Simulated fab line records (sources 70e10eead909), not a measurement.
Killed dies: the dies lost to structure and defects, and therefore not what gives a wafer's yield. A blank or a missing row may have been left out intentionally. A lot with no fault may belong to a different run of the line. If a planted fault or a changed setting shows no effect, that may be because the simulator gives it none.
What tool caused it?    flow nandHarc    Sampling: 11 lots, 33 wafers, 5 of 1302 route steps

## WHAT THE GAUGES READ, wafer by wafer
NHARC_END_SORT_01.
lot   measured      on         killedAtArray
L531  day 29 11:43  prober-01  677 672 674
L533  day 30 21:21  prober-01  669 667 664

## WHAT TOOL EACH LOT RAN ON (gives the tool, then ch and the chambers of the sampled wafers, and finally the start)
lot   NHARC_A_STAIRCASE_TRIM_12          NHARC_A_STAIRCASE_ETCH_15                     NHARC_A_STAIRCASE_TRIM_22                     NHARC_A_STAIRCASE_ETCH_23
L522  rieDiel-06 ch 1,3, day 16 19:57    rieDiel-06 ch 0,3, day 16 21:24 or earlier    rieDiel-09 ch 1,2,3, day 16 21:24 or earlier  rieDiel-09 ch 2,3, day 16 21:24
L523  rieDiel-09 ch 1,2, day 17 03:33    rieDiel-09 ch 0,3, day 17 07:55 or earlier    rieDiel-13 ch 0,2,3, day 17 07:55 or earlier  rieDiel-13 ch 1,2,3, day 17 07:55
L526  rieDiel-09 ch 0,1,3, day 17 15:55  rieDiel-09 ch 1,2,3, day 17 17:20 or earlier  rieDiel-06 ch 0,1,2, day 17 17:20 or earlier  rieDiel-06 ch 0,3, day 17 17:20
L531  rieDiel-09 ch 1,2,3, day 20 17:35  rieDiel-09 ch 2,3, day 20 19:35 or earlier    rieDiel-09 ch 1,3, day 20 19:35 or earlier    rieDiel-09 ch 1,2,3, day 20 19:35
L533  rieDiel-09 ch 1,3, day 21 15:13    rieDiel-09 ch 1,2, day 21 16:40 or earlier    rieDiel-09 ch 0,1,3, day 21 16:40 or earlier  rieDiel-09 ch 0,1,3, day 21 16:40
L536  rieDiel-09 ch 0,1,3, day 22 13:02  rieDiel-09 ch 0,2,3, day 22 14:42 or earlier  rieDiel-09 ch 0,2,3, day 22 14:42 or earlier  rieDiel-09 ch 0,2,3, day 22 14:42
L539  rieDiel-09 ch 2,3, day 23 00:22    rieDiel-09 ch 0,2,3, day 23 06:05 or earlier  rieDiel-06 ch 2,3, day 23 06:05 or earlier    rieDiel-06 ch 0,1,3, day 23 06:05
L538  rieDiel-06 ch 0,1,2, day 23 01:02  rieDiel-06 ch 0,1,2, day 23 05:44 or earlier  rieDiel-09 ch 0,1,3, day 23 05:44 or earlier  rieDiel-09 ch 2,3, day 23 05:44
L540  rieDiel-06 ch 1,2,3, day 24 10:20  rieDiel-06 ch 1,2,3, day 24 11:45 or earlier  rieDiel-09 ch 0,1,3, day 24 11:45 or earlier  rieDiel-09 ch 0,3, day 24 11:45
L541  rieDiel-09 ch 0,2, day 24 18:23    rieDiel-09 ch 0,1, day 24 19:50 or earlier    rieDiel-09 ch 1,3, day 24 19:50 or earlier    rieDiel-09 ch 0,1,3, day 24 19:50
L542  rieDiel-09 ch 0,1,3, day 25 06:26  rieDiel-09 ch 0,1,3, day 25 07:54 or earlier  rieDiel-09 ch 0,2,3, day 25 07:54 or earlier  rieDiel-09 ch 1,3, day 25 07:54
- NHARC_A_STAIRCASE_TRIM_12: chemistry O2, time 211.2 s.
- NHARC_A_STAIRCASE_ETCH_15: etches the open film in C4F8/O2, target depth 100 nm, time 40.5 s.
- NHARC_A_STAIRCASE_TRIM_22: chemistry O2, time 211.2 s.
- NHARC_A_STAIRCASE_ETCH_23: etches the open film in C4F8/O2, target depth 100 nm, time 40.5 s.

## THE ANSWER, worked out from the rows above alone
Rule: the lots themselves supply what counts as usual. Put in order of their means at a reading, lots are off if they are a third of the lots or fewer, leave a main group of 4 or more, and stand apart from it by a gap of 3 or more times the standard deviation of the main group's means; of several such gaps the widest counts. The tables above print the reading to a certain number of digits; a main group whose means all agree to those digits is not used. A lot without any number at a reading at which 4 lots or more have one is off too. The other lots that the step has rows for count as sound.
Across all readings shown, no lot is off: no conclusion can be drawn from this.

## WHAT WAS PUT IN BY THE SIMULATOR
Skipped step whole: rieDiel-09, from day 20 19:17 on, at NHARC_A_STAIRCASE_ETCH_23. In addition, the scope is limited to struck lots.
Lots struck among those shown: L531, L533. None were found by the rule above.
